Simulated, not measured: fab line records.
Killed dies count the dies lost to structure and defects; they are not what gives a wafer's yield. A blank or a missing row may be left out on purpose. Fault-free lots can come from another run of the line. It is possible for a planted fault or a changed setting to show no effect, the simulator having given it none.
A lot that was struck, set against a sound lot    flow n5 finfet    22 steps out of a route of 1938
Sound: these wafers, L703.1, L703.2, L703.4. Wafers struck: L692.3, L692.4, L692.5. The cause is given at the end.
Each step with rows lists, per side, the tool, then ch with its chambers, then its first start. Under that, the readings that differ: sound wafers    struck wafers    difference of the means    sigmas: that difference in standard deviations of wafers without a fault.
alike: a reading whose means differ by less than 2 such deviations, as well as words and numbers matching on both sides. not compared: withheld readings; readings where some wafer has no value; bounds like >300 that might hide an equal value; numbers whose values overlap and for which the record gives no deviation.
Wherever a step has rows on one side only, a row that says differs or no value, or a row with sigmas, the two part there. Numbers that have no deviation but don't overlap get no sigmas and don't part them. A reading that every wafer of one side lacks parts them only if that side has two wafers or more.

first, 8 steps without rows for these wafers: N5_BEOL_M1_PRE_CLEAN_60 (time 15 s); N5_BEOL_M1_CO_CAP_55 (material Co, precursor CCTBA/H2, target thk 2 nm, time 102.1 s); N5_BEOL_M1_PRE_CLEAN_56 (time 15 s); N5_BEOL_M1_DEP_57 (deposits SiCN from 3MS/NH3, target thk 8 nm, time 14 s); N5_BEOL_M2_ILD_DEP_00 (deposits SiOC from DEMS/O2, target thk 79 nm, time 15.3 s); N5_BEOL_M2_PECVD_72 (deposits SiO2 from TEOS/O2, target thk 16 nm, time 18 s); N5_BEOL_M2_HM_DEP_02 (deposits TiN, target thk 20 nm); N5_BEOL_M2_COAT_61 (time 60 s, resist thk 60 nm).
N5_BEOL_M2_COAT_62: time 60 s, resist thk 12 nm.
  sound on litho track-03 ch 0, day 11 05:08; struck on litho track-03 ch 0, day 8 13:55
reading                                     sound                 struck                difference  sigmas
spin speed rpm (rpm)                        1500.2 1498.8 1500.4  1257.3 1259.3 1260.3  -240.8      -99 or more
model.SiARC_of_BEOL_M2_COAT_62.thk nm (nm)  12 12 12              13 13 13              +1          
then, 9 steps without rows for these wafers: N5_BEOL_M2_COAT_73 (time 60 s, resist thk 5 nm); N5_BEOL_M2_COAT_05 (resist thk 30 nm); N5_BEOL_M2_EBR_07; N5_BEOL_M2_SOFTBAKE_06 (time 60 s); N5_BEOL_M2_EXPOSE_08 (exposes mask M2); N5_BEOL_M2_PEB_09 (peb time 60 s); N5_BEOL_M2_DEVELOP_10 (develop time 30 s); N5_BEOL_M2_DESCUM_16 (chemistry O2, time 7 s); N5_BEOL_M2_ETCH_74 (etches underlayer in N2/H2, target depth 6.5 nm, time 5.2 s).
N5_BEOL_M2_ETCH_63: etches SiARC in CF4, target depth 15.6 nm, time 26 s.
  sound on rie diel-04 ch 0,2,3, day 11 05:55; struck on rie diel-04 ch 0,1,2, day 8 14:40
reading                   sound              struck          difference  sigmas
etch rf on time s (s)     25.3 25.5 25.8     28.5 27.8 27.9  +2.5        +8
model.etch.depth nm (nm)  11.98 11.98 11.95  13 12.99 13.02  +1          
  alike: drypump motor current A, oes product au, rf fwd power W, rf vpp V, showerhead plenum p Torr, throttle valve pct
  not compared: rf hours counter h
N5_BEOL_M2_ETCH_64: etches SOC in N2/H2, target depth 75 nm, overetch 22.5 nm, time 121.9 s.
  sound on rie diel-04 ch 0,2,3, day 11 05:57; struck on rie diel-04 ch 0,1,2, day 8 14:41
reading                                     sound        struck       difference  sigmas
model.SiARC_of_BEOL_M2_COAT_62.thk nm (nm)  6.2 6.2 6.2  7.4 7.2 7.4  +1.1        
  alike: drypump motor current A, oes product au, rf fwd power W, rf vpp V, showerhead plenum p Torr, throttle valve pct
  not compared: rf hours counter h
then, 1 step without rows for these wafers: N5_BEOL_M2_STRIP_65 (strips in N2/H2).
-- a jump in the record: the struck wafers' starts before and after are 2 days apart (it breaks off in module BEOL_M2 and resumes in module BEOL_M4, where the first step shown is number 1111 of the route) --
N5_BEOL_M4_RC_MEAS_101:
  sound on prober-01 ch 0, day 13 17:16; struck on prober-01 ch 0, day 10 22:42
  alike: DIBL_N, DIBL_P, IOFF_N, IOFF_P, ION_N, ION_P, SS_N, SS_P, VT_N, VT_P

WHERE THEY PART
Earliest at N5_BEOL_M2_COAT_62; latest, in this record, at N5_BEOL_M2_ETCH_63. Later steps at which nothing parts them and some readings are alike: N5_BEOL_M2_ETCH_64, N5_BEOL_M4_RC_MEAS_101.

WHY: whatever the simulator had introduced
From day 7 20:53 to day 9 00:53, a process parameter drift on litho track-03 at N5_BEOL_M2_COAT_62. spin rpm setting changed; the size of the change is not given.
